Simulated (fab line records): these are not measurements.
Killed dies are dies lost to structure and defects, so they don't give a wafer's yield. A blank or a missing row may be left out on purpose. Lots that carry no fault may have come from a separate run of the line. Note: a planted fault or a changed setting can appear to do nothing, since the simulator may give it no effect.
fab line records	flow nand-harc	part 1 of 2: steps 1 to 4 of 6
record lots=23	wafers=69	last-day=25
route steps=1159 shown A_STAIRCASE@647 A_SGD_CUT@761
lots that met no fault: taken from a fault-free run of the same line
start-h: start of the lot's first displayed wafer, in hours after the record's first day	wait-h: time in hours since the lot's previous step	" repeats the value in the row above	L1.1+2: a row that stands for several wafers	- either no value or no given start	* or withheld: withheld	< > ~ a bound
route shown NAME@n: names a module that has steps shown in the file, with the first one's number in the route	usual: mean and standard deviation over wafers with no fault	same: alike in all rows	chamber/n: place in a boat	sites: per-site readings	_std_site: standard deviation across them	_edge_site: outer sites' mean less inner sites'	radius-mm: for every site, how far away it sits from the centre of the wafer	mask NAME#n: copy n	behind: the tool/chamber that last shaped the wafer	hold: the reason the lot was held/the length of the hold in hours/how it ended	device: whichever transistor did not switch (one of n, p or np)	end of line: at the end of the route, the tests of the same wafers	for a step that has no rows: nothing shown but its recipe	killed: count of dies lost to structure and defects at first sort (not the wafer's yield)	map: a wafer's dies, x killed, . not, _ none there
set.NAME: the setting the step ran with; set.NAME@STEP: the setting that earlier step ran with	model.NAME: the simulator's own value behind a step, which no gauge read
the route's steps for a sample of lots (tables are steps, rows are wafers)
services: a tool's chamber out of use, with start hour (start-h, from the record's first day; less than 0 if before it), hours out, and reason
## steps
# step NHARC_A_STAIRCASE_ETCH_253
# recipe target-depth-a=500	time-s=20.2	ion-energy-ev=400	c4f8-flow-sccm=20	o2-flow-sccm=10	ar-flow-sccm=withheld	rf-w=600	bias-w=1000	chemistry=C4F8/O2
# usual oes-product-au=0.954/0.025	rf-vpp-V=895/7.4
lot.wafer	tool	chamber	start-h	wait-h	oes-product-au	rf-hours-counter-h	rf-vpp-V
L074.3	rie-diel-13	0	253.91	0.1	1.000	54	905
L074.2	"	2	"	"	0.962	57	889
L074.5	"	1	"	"	0.957	-	902
L075.4	rie-diel-01	0	263.54	0.1	0.953	36	885
L075.3	"	2	"	"	0.926	43	886
L075.2	"	3	"	"	0.936	45	892
L077.2	rie-diel-12	2	263.78	0.1	0.982	18	888
L077.3	"	3	"	"	0.972	20	887
L077.6	"	2	"	"	0.983	-	889
L078.3	rie-diel-01	2	269.84	0.1	0.917	45	885
L078.1	"	3	"	"	0.921	48	891
L078.5	"	1	"	"	0.905	-	892
L076.3	rie-diel-01	0	272.65	0.1	0.931	39	886
L076.1	"	2	"	"	0.906	45	886
L076.6	"	0	"	"	0.922	-	888
L079.1	rie-diel-01	2	283.69	0.2	0.915	50	887
L079.6	"	1	"	"	0.919	-	893
L079.5	"	2	"	"	0.914	-	885
L080.5	rie-diel-01	3	297.32	0.1	0.948	-	891
L080.6	"	0	"	"	0.948	-	887
L080.4	"	1	"	"	0.929	-	893
L082.4	rie-diel-13	1	298.64	0.1	0.960	7	902
L082.1	"	0	"	"	0.989	8	905
L082.5	"	2	"	"	1.008	-	887
L083.2	rie-diel-01	0	302.78	0.1	0.965	50	887
L083.1	"	1	"	"	0.930	57	893
L083.6	"	3	"	"	0.988	-	890
L084.4	rie-diel-01	2	303.19	0.1	0.941	55	906
L084.3	"	3	"	"	0.963	62	891
L084.6	"	2	"	"	0.937	-	907
L081.3	rie-diel-01	0	303.56	0.1	0.928	50	887
L081.4	"	2	"	"	0.916	55	905
L081.6	"	0	"	"	0.927	-	886
L086.2	rie-diel-12	3	324.49	0.1	1.000	42	888
L086.3	"	0	"	"	0.952	43	906
L086.5	"	2	"	"	0.981	-	888
L087.4	rie-diel-01	0	328.37	0.1	0.956	0	907
L087.5	"	0	"	"	0.965	-	905
L087.6	"	1	"	"	0.943	-	893
L085.3	rie-diel-13	0	328.76	0.1	1.001	21	903
L085.2	"	3	"	"	0.996	21	901
L085.6	"	0	"	"	0.998	-	905
L088.4	rie-diel-01	3	334.78	0.1	0.959	2	892
L088.2	"	0	"	"	0.955	2	906
L088.5	"	2	"	"	0.962	-	905
L089.4	rie-diel-01	3	344.38	0.1	0.950	7	892
L089.1	"	1	"	"	0.942	7	893
L089.3	"	2	"	"	0.938	6	906
L091.4	rie-diel-01	3	348.09	0.1	0.951	8	891
L091.5	"	0	"	"	0.948	-	906
L091.6	"	1	"	"	0.962	-	893
L092.4	rie-diel-12	2	351.96	0.1	0.969	53	888
L092.3	"	1	"	"	0.979	46	892
L092.6	"	2	"	"	0.958	-	887
L094.4	rie-diel-13	0	359.37	0.1	0.930	32	904
L094.6	"	3	"	"	0.935	-	900
L094.5	"	0	"	"	0.932	-	905
L093.1	rie-diel-01	2	367.89	0.1	0.961	16	905
L093.3	"	3	"	"	0.959	18	891
L093.4	"	0	"	"	0.967	18	905
L095.1	rie-diel-12	1	372.92	0.1	0.990	52	890
L095.6	"	3	"	"	0.985	-	887
L095.5	"	0	"	"	0.967	-	904
L097.3	rie-diel-13	1	389.62	0.1	0.978	39	901
L097.1	"	2	"	"	0.964	39	886
L097.6	"	1	"	"	0.975	-	900
L096.1	rie-diel-01	3	394.75	0.1	0.973	28	891
L096.2	"	0	"	"	0.959	29	905
L096.4	"	2	"	"	0.977	26	904
# step NHARC_A_STAIRCASE_ETCH_452
# recipe target-depth-a=300	overetch-a=30	time-s=16.5	ion-energy-ev=100	cf4-flow-sccm=80	o2-flow-sccm=20	ar-flow-sccm=0	rf-w=300	bias-w=100	chemistry=CF4/O2
# usual cf4-flow-sccm=79.97/0.26	drypump-motor-current-A=5.8/0.4	mfc-ar-sccm=0.006/0.0095	oes-product-au=1.003/0.013	rf-vpp-V=197.7/1.9	showerhead-plenum-p-Torr=1.33/0.08	throttle-valve-pct=13.398/0.0084
lot.wafer	tool	chamber	start-h	wait-h	cf4-flow-sccm	drypump-motor-current-A	mfc-ar-sccm	oes-product-au	rf-hours-counter-h	rf-vpp-V	showerhead-plenum-p-Torr	throttle-valve-pct
L074.3	rie-diel-13	1	-	-	79.76	5.3	0	0.996	56	199.2	1.39	13.406
L074.2	"	2	"	"	80.03	6.4	0.030	1.022	60	195.5	1.25	13.398
L074.5	"	2	"	"	79.91	6.4	0.030	1.014	-	196.9	1.25	13.395
L075.3	rie-diel-12	2	-	-	79.90	6.2	0	0.997	20	196.5	1.25	13.400
L075.4	"	3	"	"	79.55	5.9	0	1.009	22	196.6	1.25	13.406
L075.2	"	0	"	"	79.80	5.1	0	0.999	23	199.0	1.44	13.409
L077.3	rie-diel-12	3	-	-	79.82	6.0	0	1.011	22	196.2	1.25	13.398
L077.2	"	2	"	"	80.35	6.2	0	0.987	20	196.5	1.25	13.387
L077.6	"	3	"	"	79.88	6.0	0	1.008	-	196.3	1.25	13.409
L078.1	rie-diel-12	2	-	-	79.83	6.2	0	1.002	21	195.2	1.25	13.396
L078.3	"	3	"	"	80.29	6.0	0	1.011	24	196.8	1.25	13.401
L078.5	"	2	"	"	79.90	6.2	0	1.001	-	195.7	1.25	13.390
L076.1	rie-diel-01	1	-	-	79.47	5.9	0.025	0.972	47	197.8	1.30	13.399
L076.3	"	3	"	"	79.36	6.1	0	0.991	49	196.2	1.28	13.419
L076.6	"	0	"	"	79.76	5.4	0	0.993	-	196.2	1.24	13.411
L079.1	rie-diel-13	1	-	-	79.91	5.3	0	0.996	1	197.6	1.39	13.395
L079.5	"	3	"	"	80.29	6.3	0.011	1.020	-	199.4	1.39	13.401
L079.6	"	0	"	"	79.97	5.4	0.012	1.030	-	201.6	1.43	13.385
L080.4	rie-diel-13	3	-	-	80.03	6.3	0.011	1.007	10	198.5	1.39	13.406
L080.5	"	3	"	"	80.00	6.3	0.011	1.007	-	199.6	1.39	13.403
L080.6	"	0	"	"	79.23	5.5	0.012	1.015	-	201.0	1.43	13.397
L082.1	rie-diel-01	1	-	-	80.17	5.9	0.025	0.981	57	197.9	1.30	13.409
L082.4	"	0	"	"	79.80	5.4	0	1.003	51	194.8	1.24	13.388
L082.5	"	2	"	"	79.52	5.7	0.013	0.987	-	200.6	1.45	13.398
L083.1	rie-diel-01	3	-	-	80.12	6.1	0	1.009	62	195.5	1.28	13.408
L083.2	"	1	"	"	79.76	5.9	0.025	0.976	58	198.0	1.30	13.394
L083.6	"	3	"	"	80.03	6.1	0	1.009	-	196.0	1.28	13.428
L084.4	rie-diel-12	1	-	-	79.97	6.1	0	1.019	31	196.0	1.29	13.378
L084.3	"	3	"	"	80.10	5.9	0	1.020	35	194.8	1.25	13.386
L084.6	"	1	"	"	79.96	6.1	0	1.016	-	196.0	1.29	13.395
L081.3	rie-diel-12	1	-	-	80.06	6.0	0	1.024	32	196.7	1.29	13.408
L081.4	"	0	"	"	80.03	5.1	0	0.995	37	201.6	1.44	13.405
L081.6	"	2	"	"	80.42	6.2	0	1.009	-	195.9	1.25	13.407
L086.3	rie-diel-01	3	-	-	79.69	6.1	0	0.991	1	196.7	1.28	13.396
L086.2	"	0	"	"	79.94	5.4	0	1.002	1	201.6	1.45	13.391
L086.5	"	2	"	"	80.15	5.6	0.013	0.992	-	200.8	1.44	13.397
L087.4	rie-diel-12	3	-	-	79.81	6.0	0	1.006	44	195.2	1.25	13.406
L087.6	"	1	"	"	79.91	6.1	0	1.020	-	194.6	1.29	13.413
L087.5	"	2	"	"	80.06	6.2	0	0.998	-	194.4	1.25	13.394
L085.2	rie-diel-12	2	-	-	79.87	6.2	0	1.010	45	195.6	1.25	13.399
L085.3	"	0	"	"	80.15	5.1	0	0.990	45	199.0	1.44	13.393
L085.6	"	1	"	"	80.43	6.1	0	1.023	-	196.4	1.29	13.401
L088.4	rie-diel-13	1	-	-	80.13	5.3	0	1.008	21	198.4	1.39	13.402
L088.2	"	2	"	"	79.90	6.4	0.030	1.012	21	195.4	1.24	13.403
L088.5	"	3	"	"	79.72	6.3	0.011	1.015	-	198.2	1.39	13.398
L089.3	rie-diel-01	3	-	-	79.82	6.1	0	0.985	9	198.2	1.28	13.395
L089.4	"	0	"	"	79.95	5.4	0	0.979	8	199.6	1.44	13.393
L089.1	"	2	"	"	79.51	5.7	0.013	1.001	8	199.5	1.44	13.395
L091.4	rie-diel-01	0	-	-	80.36	5.4	0	0.998	9	198.8	1.44	13.388
L091.6	"	2	"	"	79.91	5.6	0.013	0.997	-	199.1	1.44	13.399
L091.5	"	3	"	"	79.59	6.1	0	0.982	-	196.0	1.28	13.390
L092.4	rie-diel-12	0	-	-	80.05	5.1	0	0.998	55	199.0	1.43	13.406
L092.3	"	2	"	"	79.64	6.2	0	1.005	55	197.4	1.25	13.393
L092.6	"	0	"	"	80.22	5.1	0	1.007	-	197.9	1.43	13.398
L094.4	rie-diel-12	1	-	-	80.06	6.0	0	0.997	51	196.4	1.28	13.407
L094.6	"	2	"	"	79.92	6.2	0	0.995	-	196.2	1.24	13.403
L094.5	"	3	"	"	80.18	6.0	0	1.009	-	194.5	1.25	13.402
L093.3	rie-diel-01	0	-	-	79.95	5.4	0	0.996	20	200.3	1.44	13.388
L093.1	"	2	"	"	80.21	5.7	0.013	1.008	17	200.0	1.44	13.406
L093.4	"	3	"	"	79.75	6.1	0	0.986	-	196.2	1.27	13.405
L095.1	rie-diel-13	0	-	-	79.73	5.5	0.012	1.016	40	200.7	1.42	13.401
L095.6	"	1	"	"	79.80	5.3	0	1.000	-	199.7	1.38	13.386
L095.5	"	2	"	"	79.40	6.4	0.030	1.008	-	195.5	1.24	13.374
L097.3	rie-diel-13	3	-	-	79.81	6.3	0.011	1.007	46	199.0	1.38	13.415
L097.1	"	0	"	"	79.55	5.5	0.012	1.013	45	200.1	1.42	13.399
L097.6	"	2	"	"	79.59	6.4	0.030	1.012	-	196.4	1.24	13.401
L096.1	rie-diel-13	0	-	-	80.33	5.5	0.012	1.003	47	199.6	1.42	13.394
L096.4	"	2	"	"	80.36	6.4	0.030	1.016	43	196.1	1.24	13.399
L096.2	"	3	"	"	79.90	6.3	0.011	1.000	48	198.7	1.38	13.401
# step NHARC_A_STAIRCASE_DEP_301
# recipe target-thk-a=300	target-thk-nm=30	temp-c=400	pressure-torr=3.5	flow-sccm=200	rf-w=350	material=SiON
# usual heater-power-w=727/74
lot.wafer	tool	chamber	start-h	wait-h	heater-power-w	since-wet-clean-h
L074.3	pecvd-02	0	263.09	0.9	676	97
L074.2	"	1	"	"	737	97
L074.5	"	0	"	"	699	-
L075.2	pecvd-01	0	273.20	1.3	750	23
L075.3	"	1	"	"	804	23
L075.4	"	0	"	"	738	-
L077.3	pecvd-04	2	273.76	1.0	655	66
L077.2	"	0	"	"	637	66
L077.6	"	1	"	"	768	-
L078.1	pecvd-02	1	278.80	1.6	690	113
L078.3	"	0	"	"	645	113
L078.5	"	2	"	"	843	-
L076.1	pecvd-01	0	281.92	1.6	678	32
L076.3	"	2	"	"	633	32
L076.6	"	2	"	"	649	-
L079.1	pecvd-02	2	292.35	1.5	833	126
L079.5	"	2	"	"	872	-
L079.6	"	1	"	"	642	-
L080.6	pecvd-02	0	307.28	0.1	673	-
L080.5	"	1	"	"	717	-
L080.4	"	2	"	"	792	-
L082.1	pecvd-04	0	309.73	1.6	768	102
L082.5	"	1	"	"	833	-
L082.4	"	2	"	"	677	-
L084.3	pecvd-01	2	312.47	1.0	731	62
L084.6	"	1	"	"	779	-
L084.4	"	0	"	"	670	-
L083.2	pecvd-04	0	312.47	1.3	673	104
L083.1	"	1	"	"	780	104
L083.6	"	2	"	"	651	-
L081.3	pecvd-02	1	314.20	1.0	608	148
L081.4	"	2	"	"	877	-
L081.6	"	0	"	"	622	-
L086.2	pecvd-04	0	334.45	1.3	705	126
L086.3	"	1	"	"	695	126
L086.5	"	2	"	"	643	-
L087.5	pecvd-01	2	338.02	0.4	620	-
L087.4	"	0	"	"	712	-
L087.6	"	1	"	"	764	-
L085.2	pecvd-04	0	338.38	1.4	762	130
L085.3	"	1	"	"	815	130
L085.6	"	1	"	"	813	-
L088.2	pecvd-01	1	344.12	1.2	823	94
L088.4	"	1	"	"	828	-
L088.5	"	0	"	"	643	-
L089.1	pecvd-01	0	353.89	1.6	702	104
L089.3	"	1	"	"	773	104
L089.4	"	1	"	"	798	-
L091.6	pecvd-04	2	359.48	0.1	662	-
L091.4	"	0	"	"	699	-
L091.5	"	1	"	"	728	-
L092.3	pecvd-04	1	365.12	1.0	801	157
L092.4	"	2	"	"	611	-
L092.6	"	1	"	"	811	-
L094.4	pecvd-01	1	372.96	0.7	711	-
L094.5	"	2	"	"	655	-
L094.6	"	0	"	"	757	-
L093.1	pecvd-02	1	378.26	1.6	774	31
L093.3	"	0	"	"	746	31
L093.4	"	2	"	"	913	-
L095.1	pecvd-01	2	383.55	1.6	746	133
L095.5	"	0	"	"	722	-
L095.6	"	2	"	"	732	-
L097.3	pecvd-04	2	397.57	0.9	659	8
L097.1	"	0	"	"	658	9
L097.6	"	0	"	"	667	-
L096.2	pecvd-04	2	403.40	1.3	639	14
L096.1	"	1	"	"	793	14
L096.4	"	0	"	"	712	-
# step NHARC_A_STAIRCASE_ETCHBACK_422
# recipe target-depth-a=400	over-etch-frac=0.3	time-s=74.286	ion-energy-ev=120	ch3f-flow-sccm=50	o2-flow-sccm=30	ar-flow-sccm=200	rf-w=500	bias-w=100	chemistry=CH3F/O2
# usual drypump-motor-current-A=5.8/0.42	mfc-ar-sccm=200.1/0.66	oes-product-au=0.97/0.04	rf-vpp-V=244.2/2.3	showerhead-plenum-p-Torr=2.45/0.15	throttle-valve-pct=20.662/0.0089
lot.wafer	tool	chamber	start-h	wait-h	drypump-motor-current-A	mfc-ar-sccm	oes-product-au	rf-hours-counter-h	rf-vpp-V	showerhead-plenum-p-Torr	throttle-valve-pct
L074.3	rie-diel-12	3	311.99	0.1	6.0	200.3	0.95	37	242.6	2.30	20.667
L074.2	"	0	"	"	5.2	199.3	0.91	38	247.0	2.65	20.658
L074.5	"	2	"	"	6.2	200.6	0.94	-	241.3	2.30	20.671
L075.4	rie-diel-13	3	317.94	0.1	6.3	198.9	1.02	16	246.4	2.56	20.666
L075.3	"	0	"	"	5.5	200.7	1.02	15	247.8	2.63	20.654
L075.2	"	2	"	"	6.5	199.2	1.02	13	241.2	2.29	20.659
L077.2	rie-diel-13	0	318.16	0.1	5.5	200.5	1.01	15	244.6	2.63	20.658
L077.3	"	3	"	"	6.3	200.2	1.00	16	246.0	2.56	20.657
L077.6	"	0	"	"	5.5	200.3	1.02	-	247.4	2.63	20.669
L078.1	rie-diel-13	3	322.91	0.1	6.3	200.3	1.00	19	246.9	2.56	20.670
L078.3	"	1	"	"	5.3	200.8	1.00	14	245.2	2.56	20.668
L078.5	"	3	"	"	6.3	200.7	1.00	-	245.7	2.56	20.679
L076.1	rie-diel-12	1	323.07	0.1	6.0	200.8	1.03	39	243.8	2.37	20.665
L076.3	"	2	"	"	6.2	200.8	1.01	42	242.3	2.30	20.666
L076.6	"	0	"	"	5.1	200.3	0.98	-	246.0	2.64	20.658
L079.1	rie-diel-12	3	342.25	0.1	6.0	199.5	0.92	48	243.1	2.30	20.646
L079.6	"	0	"	"	5.2	200.7	0.92	-	246.2	2.64	20.660
L079.5	"	2	"	"	6.2	200.8	0.93	-	240.4	2.30	20.664
L080.4	rie-diel-12	3	357.64	0.2	6.0	201.1	0.94	55	241.3	2.30	20.653
L080.5	"	0	"	"	5.1	200.1	0.92	-	247.1	2.64	20.648
L080.6	"	1	"	"	6.0	199.7	0.93	-	243.3	2.37	20.656
L084.3	rie-diel-13	2	357.80	0.2	6.4	199.9	1.02	29	243.8	2.28	20.659
L084.4	"	3	"	"	6.3	199.8	1.00	33	245.2	2.55	20.644
L084.6	"	1	"	"	5.3	200.0	1.01	-	246.3	2.55	20.654
L083.1	rie-diel-12	2	357.91	0.2	6.2	200.7	1.00	55	241.7	2.30	20.670
L083.2	"	0	"	"	5.1	199.6	0.99	55	246.1	2.64	20.666
L083.6	"	1	"	"	6.1	199.5	1.00	-	242.8	2.37	20.663
L082.1	rie-diel-12	3	359.27	0.2	6.0	200.7	0.94	55	243.7	2.30	20.653
L082.4	"	0	"	"	5.2	199.2	0.91	56	247.8	2.64	20.660
L082.5	"	3	"	"	6.0	200.7	0.94	-	242.1	2.30	20.685
L081.3	rie-diel-12	0	362.41	0.2	5.1	200.9	0.93	57	246.1	2.64	20.676
L081.4	"	1	"	"	6.0	200.0	0.92	50	243.1	2.37	20.666
L081.6	"	3	"	"	6.0	199.4	0.94	-	241.4	2.30	20.680
L087.4	rie-diel-01	3	381.69	0.2	6.1	199.2	0.93	22	242.5	2.35	20.660
L087.6	"	3	"	"	6.1	200.5	0.92	-	242.3	2.35	20.646
L087.5	"	0	"	"	5.4	200.0	0.91	-	248.1	2.65	20.649
L086.3	rie-diel-01	3	381.77	0.2	6.1	200.6	0.98	22	243.2	2.35	20.678
L086.2	"	2	"	"	5.6	198.4	0.99	20	247.8	2.65	20.655
L086.5	"	3	"	"	6.1	199.7	0.99	-	243.1	2.34	20.676
L085.2	rie-diel-13	2	381.95	0.1	6.4	200.0	0.94	37	240.6	2.28	20.664
L085.3	"	3	"	"	6.3	200.5	0.94	42	245.0	2.55	20.665
L085.6	"	2	"	"	6.5	199.4	0.94	-	242.0	2.28	20.671
L088.2	rie-diel-13	2	393.27	0.1	6.4	199.5	0.94	40	240.9	2.28	20.666
L088.4	"	1	"	"	5.3	199.8	0.92	40	245.2	2.55	20.653
L088.5	"	2	"	"	6.4	199.3	0.94	-	242.0	2.28	20.660
L091.4	rie-diel-12	2	405.12	0.1	6.2	201.3	1.00	5	242.8	2.29	20.656
L091.5	"	1	"	"	6.1	199.5	1.02	-	242.8	2.36	20.666
L091.6	"	2	"	"	6.2	200.4	1.00	-	239.8	2.29	20.671
L089.3	rie-diel-01	2	405.13	0.1	5.6	200.3	1.00	30	247.6	2.64	20.673
L089.4	"	3	"	"	6.1	200.0	0.99	32	243.8	2.34	20.651
L089.1	"	0	"	"	5.4	200.7	0.99	33	246.2	2.65	20.662
L092.3	rie-diel-01	2	409.98	0.2	5.7	200.1	0.93	33	248.0	2.64	20.671
L092.4	"	0	"	"	5.4	199.7	0.91	35	246.3	2.65	20.658
L092.6	"	2	"	"	5.7	200.3	0.93	-	246.4	2.64	20.668
L093.1	rie-diel-12	0	419.64	0.1	5.1	200.2	1.01	13	246.6	2.63	20.653
L093.4	"	1	"	"	6.0	199.8	1.01	12	241.9	2.36	20.654
L093.3	"	3	"	"	5.9	200.6	1.00	12	242.0	2.29	20.665
L094.4	rie-diel-12	1	419.82	0.2	6.0	200.2	1.01	12	244.4	2.36	20.667
L094.6	"	2	"	"	6.2	201.2	1.02	-	242.1	2.29	20.649
L094.5	"	3	"	"	6.0	199.1	0.99	-	240.7	2.29	20.667
L095.1	rie-diel-01	0	434.95	0.2	5.4	200.3	0.92	43	246.3	2.64	20.656
L095.6	"	3	"	"	6.1	200.4	0.91	-	242.1	2.34	20.657
L095.5	"	0	"	"	5.4	199.5	0.91	-	247.8	2.64	20.665
L097.3	rie-diel-12	2	447.51	0.2	6.2	199.7	1.01	18	241.5	2.29	20.667
L097.1	"	3	"	"	6.0	199.7	1.00	20	243.2	2.29	20.672
L097.6	"	2	"	"	6.2	200.0	1.00	-	242.5	2.29	20.666
L096.4	rie-diel-12	3	454.06	0.1	6.0	200.1	0.99	24	240.5	2.29	20.658
L096.1	"	0	"	"	5.1	200.0	1.01	24	246.7	2.62	20.669
L096.2	"	2	"	"	6.2	199.6	1.00	23	242.2	2.28	20.665
